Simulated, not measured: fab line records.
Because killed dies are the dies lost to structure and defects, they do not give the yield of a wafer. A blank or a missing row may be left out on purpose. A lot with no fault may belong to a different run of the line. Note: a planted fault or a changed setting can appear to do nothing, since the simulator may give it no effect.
Matching of chambers :: flow nand_harc :: NHARC_A_CONTACT_ETCH_92 on rie_diel-11 has 4 sister chambers
The step etches the open film in CH3F/O2, target depth 40 nm, time 85.7 s. 24 wafers are shown with their chamber, then 12 later ones without.

## EACH WAFER AND ITS CHAMBER
wafer: L077.2
chamber: 2
showerhead_plenum_p_Torr (Torr): 2.38
drypump_motor_current_A (A): 4.8
rf_vpp_V (V): 242.2

wafer: L077.3
chamber: 3
showerhead_plenum_p_Torr (Torr): 2.40
drypump_motor_current_A (A): 6.3
rf_vpp_V (V): 243.5

wafer: L077.6
chamber: 2
showerhead_plenum_p_Torr (Torr): 2.38
drypump_motor_current_A (A): 4.8
rf_vpp_V (V): 242.3

wafer: L075.2
chamber: 0
showerhead_plenum_p_Torr (Torr): 2.60
drypump_motor_current_A (A): 5.9
rf_vpp_V (V): 246.1

wafer: L075.3
chamber: 3
showerhead_plenum_p_Torr (Torr): 2.40
drypump_motor_current_A (A): 6.4
rf_vpp_V (V): 243.1

wafer: L075.4
chamber: 2
showerhead_plenum_p_Torr (Torr): 2.38
drypump_motor_current_A (A): 4.8
rf_vpp_V (V): 242.0

wafer: L076.1
chamber: 1
showerhead_plenum_p_Torr (Torr): 2.47
drypump_motor_current_A (A): 6.6
rf_vpp_V (V): 243.9

wafer: L076.3
chamber: 3
showerhead_plenum_p_Torr (Torr): 2.40
drypump_motor_current_A (A): 6.3
rf_vpp_V (V): 242.4

wafer: L076.6
chamber: 3
showerhead_plenum_p_Torr (Torr): 2.40
drypump_motor_current_A (A): 6.3
rf_vpp_V (V): 244.8

wafer: L078.1
chamber: 1
showerhead_plenum_p_Torr (Torr): 2.47
drypump_motor_current_A (A): 6.6
rf_vpp_V (V): 246.4

wafer: L078.3
chamber: 2
showerhead_plenum_p_Torr (Torr): 2.38
drypump_motor_current_A (A): 4.8
rf_vpp_V (V): 242.7

wafer: L078.5
chamber: 1
showerhead_plenum_p_Torr (Torr): 2.47
drypump_motor_current_A (A): 6.6
rf_vpp_V (V): 244.7

wafer: L084.3
chamber: 3
showerhead_plenum_p_Torr (Torr): 2.40
drypump_motor_current_A (A): 6.3
rf_vpp_V (V): 244.0

wafer: L084.4
chamber: 1
showerhead_plenum_p_Torr (Torr): 2.47
drypump_motor_current_A (A): 6.6
rf_vpp_V (V): 246.9

wafer: L084.6
chamber: 1
showerhead_plenum_p_Torr (Torr): 2.47
drypump_motor_current_A (A): 6.6
rf_vpp_V (V): 244.1

wafer: L085.2
chamber: 1
showerhead_plenum_p_Torr (Torr): 2.47
drypump_motor_current_A (A): 6.6
rf_vpp_V (V): 243.7

wafer: L085.3
chamber: 0
showerhead_plenum_p_Torr (Torr): 2.59
drypump_motor_current_A (A): 5.9
rf_vpp_V (V): 245.8

wafer: L085.6
chamber: 0
showerhead_plenum_p_Torr (Torr): 2.59
drypump_motor_current_A (A): 6.0
rf_vpp_V (V): 245.5

wafer: L086.2
chamber: 1
showerhead_plenum_p_Torr (Torr): 2.47
drypump_motor_current_A (A): 6.6
rf_vpp_V (V): 243.8

wafer: L086.3
chamber: 2
showerhead_plenum_p_Torr (Torr): 2.38
drypump_motor_current_A (A): 4.8
rf_vpp_V (V): 244.7

wafer: L086.5
chamber: 2
showerhead_plenum_p_Torr (Torr): 2.38
drypump_motor_current_A (A): 4.8
rf_vpp_V (V): 243.8

wafer: L088.2
chamber: 0
showerhead_plenum_p_Torr (Torr): 2.59
drypump_motor_current_A (A): 5.9
rf_vpp_V (V): 247.1

wafer: L088.4
chamber: 1
showerhead_plenum_p_Torr (Torr): 2.47
drypump_motor_current_A (A): 6.6
rf_vpp_V (V): 244.0

wafer: L088.5
chamber: 1
showerhead_plenum_p_Torr (Torr): 2.47
drypump_motor_current_A (A): 6.6
rf_vpp_V (V): 242.6

SIGNATURES (means of the wafers above)
reading: showerhead_plenum_p_Torr
chamber 0: 2.5925
chamber 1: 2.4700
chamber 2: 2.3800
chamber 3: 2.4000
scatter within a chamber: 0.00194

reading: drypump_motor_current_A
chamber 0: 5.925
chamber 1: 6.600
chamber 2: 4.800
chamber 3: 6.320
scatter within a chamber: 0.0278

reading: rf_vpp_V
chamber 0: 246.125
chamber 1: 244.456
chamber 2: 242.950
chamber 3: 243.560
scatter within a chamber: 1.13
Rule: distance of a wafer from a chamber = root of the sum over the readings of ((wafer's reading minus chamber's mean) / reading's scatter) squared. If the next closest chamber is less than 2 further off than the closest, the wafer can't be placed; otherwise it belongs to the closest. The scatter: take each reading less its chamber's mean, square it, sum over the shown wafers, divide by the number of wafers less the number of chambers, and take the root.

## WAFERS WHOSE CHAMBER IS MISSING
wafer: L089.1
showerhead_plenum_p_Torr (Torr): 2.46
drypump_motor_current_A (A): 6.6
rf_vpp_V (V): 244.4

wafer: L089.3
showerhead_plenum_p_Torr (Torr): 2.59
drypump_motor_current_A (A): 6.0
rf_vpp_V (V): 246.9

wafer: L089.4
showerhead_plenum_p_Torr (Torr): 2.39
drypump_motor_current_A (A): 6.3
rf_vpp_V (V): 243.9

wafer: L092.3
showerhead_plenum_p_Torr (Torr): 2.46
drypump_motor_current_A (A): 6.6
rf_vpp_V (V): 243.5

wafer: L092.4
showerhead_plenum_p_Torr (Torr): 2.59
drypump_motor_current_A (A): 5.9
rf_vpp_V (V): 245.7

wafer: L092.6
showerhead_plenum_p_Torr (Torr): 2.37
drypump_motor_current_A (A): 4.8
rf_vpp_V (V): 242.0

wafer: L093.1
showerhead_plenum_p_Torr (Torr): 2.59
drypump_motor_current_A (A): 5.9
rf_vpp_V (V): 245.3

wafer: L093.3
showerhead_plenum_p_Torr (Torr): 2.46
drypump_motor_current_A (A): 6.6
rf_vpp_V (V): 242.7

wafer: L093.4
showerhead_plenum_p_Torr (Torr): 2.37
drypump_motor_current_A (A): 4.8
rf_vpp_V (V): 243.9

wafer: L094.4
showerhead_plenum_p_Torr (Torr): 2.37
drypump_motor_current_A (A): 4.8
rf_vpp_V (V): 243.0

wafer: L094.5
showerhead_plenum_p_Torr (Torr): 2.39
drypump_motor_current_A (A): 6.3
rf_vpp_V (V): 245.1

wafer: L094.6
showerhead_plenum_p_Torr (Torr): 2.37
drypump_motor_current_A (A): 4.8
rf_vpp_V (V): 243.4

## WHICH CHAMBER EACH WENT THROUGH
wafer: L089.1
from the rows above: 1
in truth: 1

wafer: L089.3
from the rows above: 0
in truth: 0

wafer: L089.4
from the rows above: 3
in truth: 3

wafer: L092.3
from the rows above: 1
in truth: 1

wafer: L092.4
from the rows above: 0
in truth: 0

wafer: L092.6
from the rows above: 2
in truth: 2

wafer: L093.1
from the rows above: 0
in truth: 0

wafer: L093.3
from the rows above: 1
in truth: 1

wafer: L093.4
from the rows above: 2
in truth: 2

wafer: L094.4
from the rows above: 2
in truth: 2

wafer: L094.5
from the rows above: 3
in truth: 3

wafer: L094.6
from the rows above: 2
in truth: 2
12 of 12 placed correctly. Can't be placed from these rows: 0. Wrongly placed: 0.
